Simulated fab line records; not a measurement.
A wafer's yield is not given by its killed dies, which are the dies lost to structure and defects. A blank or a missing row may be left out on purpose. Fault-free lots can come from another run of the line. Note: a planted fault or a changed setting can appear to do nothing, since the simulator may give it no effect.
Which tool did it?    flow n5Finfet    24 lots with 72 wafers sampled at 6 steps, on a route of 1938 steps

== WHAT EACH GAUGE READ, for each wafer ==
N5_BEOL_M10_INSPECT_13: inspects for defects (brightfield).
lot   measured      on                rawDefectCount
L074  day 10 01:40  defectInspect-01  553 386 412
L076  day 10 02:04  defectInspect-01  295 430 283
L075  day 10 10:34  defectInspect-01  427 569 440
L078  day 10 13:54  defectInspect-01  425 301 373
L077  day 10 18:00  defectInspect-01  595 306 354
L079  day 11 03:07  defectInspect-02  336 419 326
L080  day 11 09:13  defectInspect-02  526 450 521
L081  day 11 14:17  defectInspect-01  331 400 445
L082  day 12 01:22  defectInspect-01  499 427 363
L083  day 12 01:35  defectInspect-02  383 372 446
L084  day 12 06:15  defectInspect-02  435 372 363
L085  day 12 12:08  defectInspect-01  497 389 416
L086  day 12 21:02  defectInspect-01  539 595 822
L087  day 13 08:03  defectInspect-02  360 441 250
L088  day 13 11:46  defectInspect-01  646 521 413
L089  day 13 18:38  defectInspect-02  724 532 543
L090  day 13 18:56  defectInspect-01  447 421 353
L091  day 14 01:51  defectInspect-02  513 552 308
L092  day 14 14:49  defectInspect-01  350 315 438
L094  day 14 21:53  defectInspect-02  473 395 489
L093  day 15 04:20  defectInspect-02  336 293 441
L095  day 15 04:47  defectInspect-02  436 379 379
L096  day 15 09:30  defectInspect-01  425 490 501
L097  day 15 20:27  defectInspect-01  309 343 284

N5_BEOL_M10_THK_MEAS_53: measures by xrf.
lot   measured      on            M10_THK (nm)
L074  day 10 08:28  filmMetro-01  139 137 137
L076  day 10 07:35  filmMetro-02  138 144 139
L075  day 10 18:22  filmMetro-01  134 134 135
L078  day 10 20:03  filmMetro-02  137 143 133
L077  day 11 04:14  filmMetro-02  139 143 148
L079  day 11 10:05  filmMetro-01  139 134 136
L080  day 11 14:47  filmMetro-02  148 151 141
L081  day 11 20:46  filmMetro-01  138 140 142
L082  day 12 07:11  filmMetro-01  137 139 149
L083  day 12 07:28  filmMetro-02  138 142 138
L084  day 12 10:20  filmMetro-01  140 149 134
L085  day 12 18:22  filmMetro-01  139 136 139
L086  day 13 04:08  filmMetro-02  139 134 138
L087  day 13 13:37  filmMetro-02  142 137 144
L088  day 13 16:52  filmMetro-02  136 143 140
L089  day 14 01:12  filmMetro-01  142 137 133
L090  day 14 00:35  filmMetro-02  137 136 138
L091  day 14 07:03  filmMetro-01  139 132 135
L092  day 14 19:20  filmMetro-01  136 134 138
L094  day 15 02:15  filmMetro-01  138 141 137
L093  day 15 09:16  filmMetro-01  140 140 141
L095  day 15 09:29  filmMetro-02  135 139 135
L096  day 15 14:59  filmMetro-01  137 138 136
L097  day 16 00:23  filmMetro-01  148 140 139

== EACH LOT AND THE TOOL THAT RAN IT (in order: tool; ch and the chambers of the sampled wafers; start) ==
lot   N5_BEOL_M10_ETCH_62                N5_BEOL_M10_STRIP_36               N5_BEOL_M10_TRENCH_ETCH_37                    N5_BEOL_M10_PRE_CLEAN_45
L074  rieDiel-05 ch 1,2,3, day 10 02:24  rieDiel-02 ch 2,3, day 10 06:01    rieDiel-02 ch 2,3, day 10 06:47 or earlier    pvdSputter-02, day 10 06:47
L076  rieDiel-02 ch 0,1, day 10 02:28    rieDiel-01 ch 1,3, day 10 04:47    rieDiel-01 ch 1,3, day 10 05:46 or earlier    pvdSputter-03, day 10 05:46
L075  rieDiel-02 ch 0,2,3, day 10 10:56  rieDiel-02 ch 0,1, day 10 13:59    rieDiel-02 ch 0,1, day 10 16:47 or earlier    pvdSputter-01, day 10 16:47
L078  rieDiel-01 ch 0,3, day 10 14:47    rieDiel-02 ch 0,2,3, day 10 17:17  rieDiel-02 ch 0,2,3, day 10 18:26 or earlier  pvdSputter-02, day 10 18:26
L077  rieDiel-01 ch 0,2, day 10 19:35    rieDiel-01 ch 0,2,3, day 10 22:11  rieDiel-01 ch 0,2,3, day 11 02:35 or earlier  pvdSputter-01, day 11 02:35
L079  rieDiel-02 ch 0,1,3, day 11 03:57  rieDiel-02 ch 1,2,3, day 11 06:09  rieDiel-02 ch 1,2,3, day 11 08:42 or earlier  pvdSputter-02, day 11 08:42
L080  rieDiel-05 ch 1,2,3, day 11 09:20  rieDiel-01 ch 2,3, day 11 12:07    rieDiel-01 ch 2,3, day 11 12:59 or earlier    pvdSputter-01, day 11 12:59
L081  rieDiel-05 ch 0,1,3, day 11 14:24  rieDiel-02 ch 0,1, day 11 17:37    rieDiel-02 ch 0,1, day 11 18:54 or earlier    pvdSputter-03, day 11 18:54
L082  rieDiel-01 ch 0,3, day 12 01:46    rieDiel-01 ch 0,2,3, day 12 03:52  rieDiel-01 ch 0,2,3, day 12 04:43 or earlier  pvdSputter-03, day 12 04:43
L083  rieDiel-02 ch 1,2,3, day 12 01:47  rieDiel-02 ch 0,2,3, day 12 03:42  rieDiel-02 ch 0,2,3, day 12 04:48 or earlier  pvdSputter-03, day 12 04:48
L084  rieDiel-01 ch 0,2,3, day 12 06:33  rieDiel-01 ch 1,2,3, day 12 07:51  rieDiel-01 ch 1,2,3, day 12 08:43 or earlier  pvdSputter-02, day 12 08:43
L085  rieDiel-02 ch 0,1,3, day 12 12:15  rieDiel-01 ch 0,1, day 12 15:50    rieDiel-01 ch 0,1, day 12 16:44 or earlier    pvdSputter-01, day 12 16:44
L086  rieDiel-01 ch 0,1,2, day 12 21:08  rieDiel-02 ch 1,2,3, day 12 23:43  rieDiel-02 ch 1,2,3, day 13 01:02 or earlier  pvdSputter-01, day 13 01:02
L087  rieDiel-02 ch 0,2,3, day 13 08:10  rieDiel-02 ch 1,2,3, day 13 10:55  rieDiel-02 ch 1,2,3, day 13 11:49 or earlier  pvdSputter-03, day 13 11:49
L088  rieDiel-05 ch 0,2,3, day 13 11:53  rieDiel-02 ch 0,1,3, day 13 13:03  rieDiel-02 ch 0,1,3, day 13 15:21 or earlier  pvdSputter-01, day 13 15:21
L089  rieDiel-02 ch 0,1,2, day 13 18:45  rieDiel-02 ch 0,1,2, day 13 21:38  rieDiel-02 ch 0,1,2, day 13 22:53 or earlier  pvdSputter-03, day 13 22:53
L090  rieDiel-02 ch 0,1,2, day 13 19:03  rieDiel-05 ch 0,1,2, day 13 21:20  rieDiel-05 ch 0,1,2, day 13 22:36 or earlier  pvdSputter-03, day 13 22:36
L091  rieDiel-05 ch 0,1,3, day 14 02:01  rieDiel-02 ch 1,2,3, day 14 03:53  rieDiel-02 ch 1,2,3, day 14 05:25 or earlier  pvdSputter-01, day 14 05:25
L092  rieDiel-01 ch 1,2,3, day 14 15:05  rieDiel-02 ch 0,1,2, day 14 16:27  rieDiel-02 ch 0,1,2, day 14 17:51 or earlier  pvdSputter-02, day 14 17:51
L094  rieDiel-02 ch 1,2, day 14 22:14    rieDiel-02 ch 2,3, day 14 23:29    rieDiel-02 ch 2,3, day 15 00:26 or earlier    pvdSputter-03, day 15 00:26
L093  rieDiel-05 ch 1,2, day 15 04:27    rieDiel-05 ch 0,2,3, day 15 05:46  rieDiel-05 ch 0,2,3, day 15 06:51 or earlier  pvdSputter-02, day 15 06:51
L095  rieDiel-02 ch 2,3, day 15 04:58    rieDiel-02 ch 1,2, day 15 06:07    rieDiel-02 ch 1,2, day 15 06:56 or earlier    pvdSputter-02, day 15 06:56
L096  rieDiel-02 ch 1,2,3, day 15 09:38  rieDiel-05 ch 0,2,3, day 15 11:54  rieDiel-05 ch 0,2,3, day 15 13:02 or earlier  pvdSputter-01, day 15 13:02
L097  rieDiel-05 ch 0,3, day 15 20:47    rieDiel-01 ch 0,2,3, day 15 21:56  rieDiel-01 ch 0,2,3, day 15 22:56 or earlier  pvdSputter-01, day 15 22:56
- N5_BEOL_M10_ETCH_62: etches SOC in N2/H2, target depth 110 nm, overetch 22 nm, time 165 s.
- N5_BEOL_M10_STRIP_36: strips in N2/H2.
- N5_BEOL_M10_TRENCH_ETCH_37: etches SiCOH lowk in C4F6/O2, target depth 148.83 nm, time 48 s.
- N5_BEOL_M10_PRE_CLEAN_45: time 30 s.

== WHAT THE TOOLS THEMSELVES READ (means of the sampled wafers that have a number; where no wafer has one, the mark that the record gives instead) ==
N5_BEOL_M10_ETCH_62.
lot   tool        chamberPressureMTorr (mTorr)  drypumpMotorCurrentA (A)  oesProductAu (a.u.)  rfVppV (V)  showerheadPlenumPTorr (Torr)  throttleValvePct (%)
L074  rieDiel-05  29.976                        5.7                       0.65                 525.2       2.59                          17.93
L076  rieDiel-02  30.010                        5.7                       0.72                 526.3       2.62                          17.88
L075  rieDiel-02  29.986                        5.5                       0.63                 521.7       2.46                          17.89
L078  rieDiel-01  30.010                        5.8                       0.73                 522.9       2.52                          17.87
L077  rieDiel-01  29.990                        6.0                       0.80                 526.7       2.64                          17.79
L079  rieDiel-02  29.997                        5.6                       0.66                 524.1       2.55                          17.96
L080  rieDiel-05  29.996                        5.7                       0.64                 525.3       2.59                          17.92
L081  rieDiel-05  30.014                        6.0                       0.62                 527.0       2.66                          18.05
L082  rieDiel-01  30.019                        5.8                       0.71                 523.4       2.51                          17.89
L083  rieDiel-02  30.021                        5.5                       0.67                 524.2       2.55                          17.91
L084  rieDiel-01  30.014                        5.8                       0.73                 524.4       2.58                          17.77
L085  rieDiel-02  29.986                        5.6                       0.65                 523.3       2.54                          17.97
L086  rieDiel-01  29.986                        6.0                       0.69                 525.3       2.59                          17.86
L087  rieDiel-02  30.009                        5.5                       0.61                 521.5       2.45                          17.93
L088  rieDiel-05  30.010                        5.9                       0.70                 524.4       2.57                          17.86
L089  rieDiel-02  30.036                        5.6                       0.65                 523.0       2.51                          17.86
L090  rieDiel-02  29.984                        5.6                       0.65                 523.0       2.51                          17.88
L091  rieDiel-05  30.019                        6.0                       0.68                 527.1       2.65                          17.94
L092  rieDiel-01  30.009                        5.7                       0.66                 525.5       2.61                          17.70
L094  rieDiel-02  29.989                        5.5                       0.66                 523.8       2.52                          17.83
L093  rieDiel-05  30.009                        5.7                       0.61                 521.7       2.50                          18.11
L095  rieDiel-02  29.990                        5.4                       0.62                 520.3       2.45                          17.90
L096  rieDiel-02  30.012                        5.5                       0.65                 524.0       2.54                          17.96
L097  rieDiel-05  29.991                        6.0                       0.69                 526.9       2.64                          17.78

N5_BEOL_M10_STRIP_36.
lot   tool        chamberPressureMTorr (mTorr)  drypumpMotorCurrentA (A)  oesProductAu (a.u.)  rfVppV (V)  showerheadPlenumPTorr (Torr)  throttleValvePct (%)
L074  rieDiel-02  20.03                         5.38                      0.78                 55.9        2.46                          23.61
L076  rieDiel-01  20.03                         5.56                      0.73                 58.5        2.58                          23.44
L075  rieDiel-02  20.01                         5.75                      0.78                 60.0        2.51                          23.60
L078  rieDiel-02  20.01                         5.52                      0.74                 60.1        2.45                          23.61
L077  rieDiel-01  19.98                         5.79                      0.89                 58.6        2.59                          23.69
L079  rieDiel-02  19.97                         5.48                      0.80                 58.4        2.55                          23.75
L080  rieDiel-01  19.99                         5.76                      0.90                 58.4        2.66                          23.53
L081  rieDiel-02  20.00                         5.76                      0.76                 58.0        2.51                          23.60
L082  rieDiel-01  19.97                         5.78                      0.87                 58.3        2.58                          23.68
L083  rieDiel-02  20.04                         5.55                      0.73                 59.9        2.45                          23.66
L084  rieDiel-01  20.03                         5.65                      0.79                 58.3        2.61                          23.51
L085  rieDiel-01  20.00                         5.99                      0.79                 58.8        2.51                          23.86
L086  rieDiel-02  20.00                         5.49                      0.78                 60.0        2.55                          23.75
L087  rieDiel-02  20.02                         5.49                      0.77                 58.7        2.54                          23.78
L088  rieDiel-02  20.04                         5.65                      0.76                 59.5        2.53                          23.75
L089  rieDiel-02  20.01                         5.63                      0.77                 57.9        2.51                          23.63
L090  rieDiel-05  19.98                         5.90                      0.78                 59.3        2.56                          24.07
L091  rieDiel-02  20.01                         5.48                      0.78                 59.7        2.54                          23.76
L092  rieDiel-02  20.04                         5.64                      0.76                 57.3        2.51                          23.66
L094  rieDiel-02  20.03                         5.37                      0.74                 59.0        2.45                          23.64
L093  rieDiel-05  19.97                         5.93                      0.79                 59.6        2.56                          23.79
L095  rieDiel-02  20.00                         5.58                      0.81                 60.3        2.61                          23.80
L096  rieDiel-05  20.00                         5.91                      0.79                 59.6        2.56                          23.79
L097  rieDiel-01  20.00                         5.76                      0.83                 60.7        2.56                          23.74

N5_BEOL_M10_TRENCH_ETCH_37.
lot   tool        chamberPressureMTorr (mTorr)  drypumpMotorCurrentA (A)  oesProductAu (a.u.)  rfVppV (V)  showerheadPlenumPTorr (Torr)  throttleValvePct (%)
L074  rieDiel-02  29.995                        5.37                      0.77                 667         2.81                          21.16
L076  rieDiel-01  29.968                        5.57                      0.74                 643         2.92                          20.90
L075  rieDiel-02  29.987                        5.77                      0.76                 652         2.80                          20.88
L078  rieDiel-02  29.991                        5.52                      0.73                 666         2.77                          21.11
L077  rieDiel-01  29.993                        5.77                      0.90                 648         2.90                          20.92
L079  rieDiel-02  29.968                        5.46                      0.79                 664         2.88                          21.11
L080  rieDiel-01  29.999                        5.75                      0.92                 653         2.98                          20.80
L081  rieDiel-02  30.003                        5.78                      0.76                 653         2.79                          20.91
L082  rieDiel-01  30.011                        5.76                      0.87                 649         2.90                          20.94
L083  rieDiel-02  29.989                        5.52                      0.73                 664         2.77                          21.13
L084  rieDiel-01  29.987                        5.65                      0.81                 647         2.94                          20.88
L085  rieDiel-01  29.994                        5.99                      0.79                 647         2.85                          21.24
L086  rieDiel-02  29.987                        5.49                      0.78                 663         2.87                          21.13
L087  rieDiel-02  29.981                        5.49                      0.78                 663         2.87                          21.13
L088  rieDiel-02  29.997                        5.62                      0.75                 660         2.84                          21.07
L089  rieDiel-02  29.955                        5.63                      0.76                 655         2.82                          21.00
L090  rieDiel-05  30.014                        5.90                      0.78                 667         2.84                          20.91
L091  rieDiel-02  30.011                        5.49                      0.77                 663         2.87                          21.15
L092  rieDiel-02  30.006                        5.62                      0.75                 655         2.82                          21.00
L094  rieDiel-02  30.008                        5.38                      0.74                 667         2.79                          21.22
L093  rieDiel-05  29.998                        5.90                      0.80                 668         2.85                          20.85
L095  rieDiel-02  29.998                        5.58                      0.79                 653         2.92                          21.00
L096  rieDiel-05  29.998                        5.91                      0.80                 668         2.85                          20.84
L097  rieDiel-01  30.002                        5.76                      0.82                 647         2.88                          20.99

N5_BEOL_M10_PRE_CLEAN_45.
lot   tool           heaterPowerW (W)
L074  pvdSputter-02  364
L076  pvdSputter-03  303
L075  pvdSputter-01  304
L078  pvdSputter-02  387
L077  pvdSputter-01  311
L079  pvdSputter-02  362
L080  pvdSputter-01  322
L081  pvdSputter-03  308
L082  pvdSputter-03  312
L083  pvdSputter-03  307
L084  pvdSputter-02  354
L085  pvdSputter-01  323
L086  pvdSputter-01  306
L087  pvdSputter-03  302
L088  pvdSputter-01  300
L089  pvdSputter-03  307
L090  pvdSputter-03  306
L091  pvdSputter-01  321
L092  pvdSputter-02  369
L094  pvdSputter-03  306
L093  pvdSputter-02  326
L095  pvdSputter-02  356
L096  pvdSputter-01  362
L097  pvdSputter-01  329

== THE ANSWER, worked out from the rows above alone ==
Rule: what is usual is taken from the lots themselves. The widest of any qualifying gaps counts: lots, ordered by their means at a reading, are off when they make up no more than a third of the lots, leave a main group of 4 or more, and stand apart from it by 3 or more times the standard deviation of that group's means. A main group whose means are all the same, to the digits that the tables above print for the reading, isn't used. Also off: a lot with no number at a reading for which 4 or more lots have one. Where the step has rows for the other lots, those lots are counted as sound. The gauges are gone through in route order, then the tools' own readings, and for those a lot's mean is taken as printed above. The first step at which some lot is off is used, and at that step the reading that is off furthest; a lot without a number counts as furthest.
No lot is off at any reading shown: from this, nothing can be told.

== WHAT THE SIMULATOR HAD INSERTED ==
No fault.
